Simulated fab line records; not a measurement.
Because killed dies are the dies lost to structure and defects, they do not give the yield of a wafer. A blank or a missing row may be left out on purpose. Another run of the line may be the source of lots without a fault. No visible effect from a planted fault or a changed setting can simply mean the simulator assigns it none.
Which tool is to blame? -- flow nand harc -- Sampling: 13 lots, 39 wafers, 2 of 1302 route steps

## WHAT EACH GAUGE READ, for each wafer
NHARC_A_CONTACT_OVL_MEAS_43.
lot,measured,on,overlay x nm (nm),overlay y nm (nm)
L758,day 21 15:43,overlay-01,0.1 -0.3 -0.6,-0.2 -0.6 -0.1
L760,day 21 21:29,overlay-02,0.9 0.5 0.8,0.5 0.6 0.8
L763,day 22 22:14,overlay-02,-0.8 -0.7 -1.0,-1.1 -0.6 -0.9
L761,day 22 22:49,overlay-01,0.7 1.0 0.6,0.1 -0.2 -0.3
L762,day 23 05:43,overlay-01,-2.2 -2.0 -2.6,-0.9 -0.5 -0.4
L764,day 23 05:44,overlay-02,0.9 0.7 0.2,0.4 0.3 0.1
L765,day 24 06:05,overlay-01,-0.7 -0.1 0.0,-0.3 0.2 0.3
L766,day 24 06:49,overlay-01,0.4 0.5 0.7,0.3 -0.2 0.6
L767,day 25 00:14,overlay-01,-0.5 -0.4 -0.6,0.6 0.4 0.2
L768,day 25 15:55,overlay-01,0.6 0.7 0.7,2.1 2.2 1.9
L770,day 26 08:49,overlay-01,0.2 0.6 0.2,0.3 0.2 0.4
L771,day 26 20:44,overlay-01,0.9 1.2 0.7,0.6 0.6 0.8
L774,day 28 07:50,overlay-02,-1.1 -1.5 -1.4,0.2 1.1 1.1

## WHAT TOOL EACH LOT RAN ON (gives the tool, then ch and the chambers of the sampled wafers, and finally the start)
lot,NHARC_A_WL_FILL_CMP_12
L758,"cmp-01 ch 0,3, day 21 04:47"
L760,"cmp-02 ch 0,2,3, day 21 14:35"
L763,"cmp-03 ch 1,2,3, day 22 15:58"
L761,"cmp-02 ch 1,2,3, day 22 16:02"
L762,"cmp-01 ch 0,1,3, day 22 23:24"
L764,"cmp-03 ch 0,1,2, day 22 23:34"
L765,"cmp-01 ch 0,2,3, day 23 22:50"
L766,"cmp-02 ch 1,2, day 23 22:59"
L767,"cmp-02 ch 0,1,3, day 24 18:05"
L768,"cmp-01 ch 0,2,3, day 25 09:10"
L770,"cmp-01 ch 1,2,3, day 26 02:41"
L771,"cmp-03 ch 0,1, day 26 12:22"
L774,"cmp-02 ch 0,1,3, day 28 01:40"
- NHARC_A_WL_FILL_CMP_12: polishes, t overpolish 30 s, target thk 100 nm.

## WHAT THE TOOLS THEMSELVES READ (means of the sampled wafers that have a number; where no wafer has one, the mark that the record gives instead)
NHARC_A_WL_FILL_CMP_12.
lot,tool,motor current A (A),overpolish run s (s),retaining ring pressure frac,time to endpoint s (s)
L758,cmp-01,15.1,29.996,0.998,21.3
L760,cmp-02,11.8,30.006,0.998,21.3
L763,cmp-03,12.7,29.996,1.002,17.8
L761,cmp-02,12.4,29.998,1.004,20.8
L762,cmp-01,14.0,30.002,0.998,18.6
L764,cmp-03,12.2,29.999,0.999,19.1
L765,cmp-01,13.5,30.001,1.001,17.2
L766,cmp-02,12.9,29.996,1.004,23.0
L767,cmp-02,12.1,30.004,0.999,19.1
L768,cmp-01,13.8,30.010,1.000,21.4
L770,cmp-01,12.3,30.003,0.996,17.5
L771,cmp-03,11.9,30.005,1.000,21.6
L774,cmp-02,12.2,30.003,1.003,20.4

## THE ANSWER, worked out from the rows above alone
Rule: the usual values come from the lots themselves. The widest of any qualifying gaps counts: lots, ordered by their means at a reading, are off when they make up no more than a third of the lots, leave a main group of 4 or more, and stand apart from it by 3 or more times the standard deviation of that group's means. A main group is skipped when, at the precision printed for the reading in the tables above, its means are all equal. Also off: a lot with no number at a reading for which 4 or more lots have one. Any other lot the step has rows for is counted as sound. After the gauges, taken in route order, come the tools' own readings; for these a lot's mean is taken, as printed above. The first step at which some lot is off is used, and at that step the reading that is off furthest; a lot without a number counts as furthest.
Across all readings shown, no lot is off: no conclusion can be drawn from this.

## WHAT WAS PUT IN BY THE SIMULATOR
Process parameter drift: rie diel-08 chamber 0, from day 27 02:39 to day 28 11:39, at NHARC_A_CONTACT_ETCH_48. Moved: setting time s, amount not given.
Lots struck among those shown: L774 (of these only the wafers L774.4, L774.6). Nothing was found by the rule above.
